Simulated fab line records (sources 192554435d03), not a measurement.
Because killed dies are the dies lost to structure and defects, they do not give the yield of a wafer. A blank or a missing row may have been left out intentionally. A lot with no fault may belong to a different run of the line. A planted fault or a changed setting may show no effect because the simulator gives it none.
Matching of chambers	flow n5-finfet	N5_GATE_CUT_ETCH_36 on rie-diel-04 has 4 sister chambers
The step etches SiARC in CF4, target depth 13 nm, time 21.7 s. 8 wafers are shown with their chamber, then 7 later ones without.

== WAFERS WITH THEIR CHAMBER ==
wafer	chamber	showerhead-plenum-p-Torr (Torr)	drypump-motor-current-A (A)
L078.5	3	2.10	5.1
L079.4	1	2.25	6.2
L079.5	3	2.10	5.1
L083.2	2	2.07	6.6
L083.4	0	2.27	5.3
L083.6	2	2.07	6.6
L084.1	0	2.26	5.3
L084.2	1	2.25	6.1

== WAFERS WITHOUT THEIR CHAMBER ==
wafer	showerhead-plenum-p-Torr (Torr)	drypump-motor-current-A (A)
L084.3	2.10	5.1
L085.3	2.06	6.6
L085.4	2.26	5.3
L085.6	2.10	5.1
L096.2	2.06	6.6
L096.3	2.26	5.3
L096.5	2.26	5.3

== EACH ONE'S CHAMBER ==
wafer	from the rows above	in truth
L084.3	3	3
L085.3	2	2
L085.4	0	0
L085.6	3	3
L096.2	2	2
L096.3	0	0
L096.5	0	0
Correct placement for 7 of the 7. Left unplaced by these rows: 0. Number placed wrongly: 0.
How it was worked out, from the rows above alone: a wafer's distance from a chamber is the root of the sum, over the readings, of the square of ((its reading less the chamber's mean) divided by the reading's scatter). The wafer belongs to the nearest chamber; if the next one is less than 2 further off, it can't be placed. The mean given for a chamber averages the wafers shown for that chamber. The scatter: take each reading less its chamber's mean, square it, sum over the shown wafers, divide by the number of wafers less the number of chambers, and take the root.
